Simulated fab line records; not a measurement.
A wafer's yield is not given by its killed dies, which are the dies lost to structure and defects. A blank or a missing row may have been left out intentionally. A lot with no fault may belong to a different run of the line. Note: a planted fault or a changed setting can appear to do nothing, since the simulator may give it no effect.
What tool caused it? | flow n5-finfet | 72 wafers from 24 lots sampled at 3 of the route's 1938 steps

WHAT EACH GAUGE READ, for each wafer
N5_FIN_CUT_CD_MEAS_08 targets a cd of 29.1 nm. Usual: cd-nm 29.12 nm, standard deviation 0.25.
lot  | measured    | on        | cd-nm (nm)        | flag
L074 | day 2 03:06 | cd-sem-01 | 29.02 29.27 29.05 |
L075 | day 2 08:20 | cd-sem-01 | 28.93 28.98 28.79 |
L076 | day 2 16:05 | cd-sem-02 | 29.15 29.16 28.98 |
L077 | day 2 22:52 | cd-sem-02 | 28.98 29.25 29.21 |
L078 | day 3 03:41 | cd-sem-03 | 29.08 28.98 28.87 |
L079 | day 3 08:51 | cd-sem-02 | 29.27 29.41 29.04 |
L080 | day 3 15:47 | cd-sem-01 | 29.24 29.41 28.97 |
L081 | day 3 21:23 | cd-sem-01 | 29.28 28.92 29.03 |
L082 | day 4 02:56 | cd-sem-01 | 29.03 28.57 28.87 |
L083 | day 4 10:48 | cd-sem-02 | 29.16 28.79 28.82 |
L084 | day 4 14:41 | cd-sem-03 | 29.05 29.33 29.17 |
L085 | day 4 23:18 | cd-sem-01 | 29.03 29.30 29.20 |
L086 | day 5 03:53 | cd-sem-01 | 29.62 29.08 29.53 |
L087 | day 5 08:49 | cd-sem-01 | 29.06 28.74 29.04 |
L088 | day 5 15:07 | cd-sem-01 | 29.59 29.44 29.02 |
L089 | day 5 20:58 | cd-sem-01 | 29.12 28.77 28.80 |
L090 | day 6 04:11 | cd-sem-01 | 29.11 29.45 29.12 |
L091 | day 6 09:56 | cd-sem-02 | 29.23 29.08 29.47 |
L092 | day 6 15:43 | cd-sem-02 | 29.29 29.22 29.54 |
L093 | day 6 20:29 | cd-sem-02 | 29.79 29.16 29.19 |
L094 | day 7 03:31 | cd-sem-03 | 29.36 29.21 29.64 |
L095 | day 7 09:17 | cd-sem-01 | 29.03 29.43 29.12 |
L096 | day 7 14:22 | cd-sem-03 | 28.72 28.88 29.28 |
L097 | day 7 22:20 | cd-sem-02 | 29.45 29.40 29.10 |

WHAT TOOL EACH LOT RAN ON (gives the tool, then ch and the chambers of the sampled wafers, and finally the start)
lot  | N5_FIN_SAQP_MANDREL1_REMOVE_56  | N5_FIN_SAQP_ETCH_67
L074 | rie-si-03 ch 0,2,3, day 2 00:32 | rie-diel-06 ch 0,2,3, day 2 01:26
L075 | rie-si-03 ch 1,2,3, day 2 05:33 | rie-diel-04 ch 1,3, day 2 06:26
L076 | rie-si-01 ch 0,1, day 2 11:58   | rie-diel-06 ch 0,2,3, day 2 12:52
L077 | rie-si-02 ch 0,1,2, day 2 20:07 | rie-diel-06 ch 0,1, day 2 21:05
L078 | rie-si-01 ch 0,1, day 3 01:00   | rie-diel-04 ch 1,2,3, day 3 01:55
L079 | rie-si-01 ch 1,2, day 3 05:59   | rie-diel-02 ch 2,3, day 3 06:56
L080 | rie-si-02 ch 1,2,3, day 3 13:05 | rie-diel-04 ch 1,2,3, day 3 13:58
L081 | rie-si-03 ch 0,1,2, day 3 18:32 | rie-diel-06 ch 0,2, day 3 19:30
L082 | rie-si-02 ch 0,2,3, day 4 00:18 | rie-diel-04 ch 0,2,3, day 4 01:11
L083 | rie-si-02 ch 0,1, day 4 07:59   | rie-diel-04 ch 0,1,2, day 4 09:00
L084 | rie-si-02 ch 1,2,3, day 4 11:59 | rie-diel-04 ch 0,1,3, day 4 12:53
L085 | rie-si-02 ch 0,1,3, day 4 18:48 | rie-diel-02 ch 1,2, day 4 20:35
L086 | rie-si-02 ch 2,3, day 5 01:04   | rie-diel-06 ch 0,1, day 5 02:02
L087 | rie-si-03 ch 0,3, day 5 06:01   | rie-diel-02 ch 0,3, day 5 07:09
L088 | rie-si-03 ch 1,3, day 5 12:05   | rie-diel-02 ch 0,2,3, day 5 13:14
L089 | rie-si-03 ch 0,2,3, day 5 18:14 | rie-diel-04 ch 2,3, day 5 19:07
L090 | rie-si-03 ch 0,3, day 5 23:44   | rie-diel-06 ch 0,1, day 6 00:43
L091 | rie-si-03 ch 0,1,2, day 6 06:38 | rie-diel-04 ch 1,2,3, day 6 07:40
L092 | rie-si-03 ch 0,1,2, day 6 12:39 | rie-diel-04 ch 0,1, day 6 13:32
L093 | rie-si-03 ch 1,2, day 6 17:44   | rie-diel-04 ch 1,2,3, day 6 18:43
L094 | rie-si-01 ch 0,2,3, day 7 00:52 | rie-diel-02 ch 0,2,3, day 7 01:44
L095 | rie-si-03 ch 0,1, day 7 06:11   | rie-diel-06 ch 0,1,2, day 7 07:29
L096 | rie-si-03 ch 0,3, day 7 11:46   | rie-diel-04 ch 0,3, day 7 12:42
L097 | rie-si-03 ch 0,2,3, day 7 18:41 | rie-diel-04 ch 2,3, day 7 20:15
- N5_FIN_SAQP_MANDREL1_REMOVE_56: chemistry HBr/Cl2/O2, target a-Si, stops on SiNx, bt time 10 s.
- N5_FIN_SAQP_ETCH_67: etches SiNx in CH3F/O2, target depth 30 nm.

WHAT THE TOOLS THEMSELVES READ (means of the sampled wafers that have a number; where no wafer has one, the mark that the record gives instead)
N5_FIN_SAQP_MANDREL1_REMOVE_56. Usual: HBr_flow_sccm 150.0 sccm, standard deviation 0.48; drypump-motor-current-A 5.7 A, standard deviation 0.45; oes-product-au 0.991 a.u., standard deviation 0.022; throttle-valve-pct 36.8 %, standard deviation 0.32.
lot  | tool      | HBr_flow_sccm (sccm) | drypump-motor-current-A (A) | oes-product-au (a.u.) | throttle-valve-pct (%) | flag
L074 | rie-si-03 | 150.2                | 5.6                         | 0.974                 | 36.7                   |
L075 | rie-si-03 | 149.8                | 5.3                         | 0.985                 | 36.8                   |
L076 | rie-si-01 | 149.7                | 5.8                         | 0.996                 | 37.1                   |
L077 | rie-si-02 | 150.3                | 6.0                         | 1.013                 | 36.5                   |
L078 | rie-si-01 | 150.1                | 6.2                         | 1.005                 | 36.9                   |
L079 | rie-si-01 | 150.3                | 5.4                         | 1.009                 | 37.0                   |
L080 | rie-si-02 | 149.6                | 6.1                         | 1.012                 | 36.4                   |
L081 | rie-si-03 | 149.8                | 5.5                         | 0.979                 | 36.9                   |
L082 | rie-si-02 | 149.9                | 6.0                         | 0.998                 | 36.6                   |
L083 | rie-si-02 | 149.9                | 6.0                         | 1.016                 | 36.7                   |
L084 | rie-si-02 | 150.4                | 6.2                         | 1.015                 | 36.4                   |
L085 | rie-si-02 | 149.9                | 6.2                         | 1.016                 | 36.6                   |
L086 | rie-si-02 | 150.7                | 6.2                         | 1.004                 | 36.5                   |
L087 | rie-si-03 | 149.6                | 5.7                         | 0.967                 | 36.9                   |
L088 | rie-si-03 | 150.3                | 5.1                         | 0.995                 | 37.0                   |
L089 | rie-si-03 | 150.2                | 5.6                         | 0.971                 | 36.7                   |
L090 | rie-si-03 | 150.4                | 5.7                         | 0.957                 | 36.9                   |
L091 | rie-si-03 | 150.0                | 5.5                         | 0.974                 | 36.9                   |
L092 | rie-si-03 | 149.9                | 5.5                         | 0.976                 | 36.9                   |
L093 | rie-si-03 | 150.4                | 5.2                         | 0.987                 | 37.0                   |
L094 | rie-si-01 | 150.4                | 5.9                         | 1.001                 | 36.7                   |
L095 | rie-si-03 | 150.2                | 5.3                         | 0.979                 | 37.2                   |
L096 | rie-si-03 | 150.5                | 5.5                         | 0.967                 | 36.8                   |
L097 | rie-si-03 | 149.7                | 5.6                         | 0.974                 | 36.7                   |

N5_FIN_SAQP_ETCH_67. Usual: drypump-motor-current-A 5.9 A, standard deviation 0.41; oes-product-au 0.78 a.u., standard deviation 0.083; rf-vpp-V 296 V, standard deviation 5.6; showerhead-plenum-p-Torr 2.02 Torr, standard deviation 0.074; throttle-valve-pct 16.30 %, standard deviation 0.21.
lot  | tool        | drypump-motor-current-A (A) | oes-product-au (a.u.) | rf-vpp-V (V) | showerhead-plenum-p-Torr (Torr) | throttle-valve-pct (%) | flag
L074 | rie-diel-06 | 5.9                         | 0.78                  | 299          | 2.04                            | 16.19                  |
L075 | rie-diel-04 | 5.8                         | 0.72                  | 296          | 2.02                            | 16.37                  |
L076 | rie-diel-06 | 5.9                         | 0.78                  | 298          | 2.04                            | 16.20                  |
L077 | rie-diel-06 | 6.2                         | 0.83                  | 298          | 2.01                            | 16.07                  |
L078 | rie-diel-04 | 5.9                         | 0.78                  | 294          | 2.03                            | 16.26                  |
L079 | rie-diel-02 | 6.2                         | 0.72                  | 299          | 2.00                            | 16.57                  |
L080 | rie-diel-04 | 5.9                         | 0.77                  | 293          | 2.03                            | 16.27                  |
L081 | rie-diel-06 | 5.9                         | 0.79                  | 296          | 2.02                            | 16.17                  |
L082 | rie-diel-04 | 5.9                         | 0.86                  | 293          | 2.04                            | 16.17                  |
L083 | rie-diel-04 | 5.9                         | 0.85                  | 296          | 2.09                            | 16.30                  |
L084 | rie-diel-04 | 5.9                         | 0.80                  | 295          | 2.02                            | 16.31                  |
L085 | rie-diel-02 | 6.0                         | 0.76                  | 293          | 2.02                            | 16.45                  |
L086 | rie-diel-06 | 6.1                         | 0.81                  | 297          | 2.00                            | 16.11                  |
L087 | rie-diel-02 | 6.1                         | 0.72                  | 298          | 1.93                            | 16.34                  |
L088 | rie-diel-02 | 6.2                         | 0.71                  | 299          | 1.96                            | 16.48                  |
L089 | rie-diel-04 | 5.9                         | 0.82                  | 293          | 2.03                            | 16.17                  |
L090 | rie-diel-06 | 6.0                         | 0.82                  | 297          | 1.97                            | 16.12                  |
L091 | rie-diel-04 | 5.9                         | 0.75                  | 294          | 2.02                            | 16.33                  |
L092 | rie-diel-04 | 5.9                         | 0.84                  | 298          | 2.09                            | 16.36                  |
L093 | rie-diel-04 | 5.8                         | 0.75                  | 294          | 2.02                            | 16.33                  |
L094 | rie-diel-02 | 6.1                         | 0.71                  | 299          | 1.95                            | 16.51                  |
L095 | rie-diel-06 | 5.7                         | 0.77                  | 293          | 1.99                            | 16.21                  |
L096 | rie-diel-04 | 5.9                         | 0.83                  | 293          | 2.02                            | 16.24                  |
L097 | rie-diel-04 | 5.9                         | 0.79                  | 291          | 2.03                            | 16.21                  |

THE ANSWER, worked out from the rows above alone
Rule: a lot counts as off when the mean over its wafers that have a number is more than 3 standard deviations away from the usual mean. A lot without any number at a reading at which 4 lots or more have one is off too. The other lots that the step has rows for count as sound. Order of review: gauges by route order, followed by the tools' own readings, for which a lot's mean as printed above is used. At the first step where some lot is off, the reading lying furthest off is the one used; lots without a number count as furthest.
None of the lots is off at any reading shown; this tells nothing.

WHAT THE SIMULATOR HAD INSERTED
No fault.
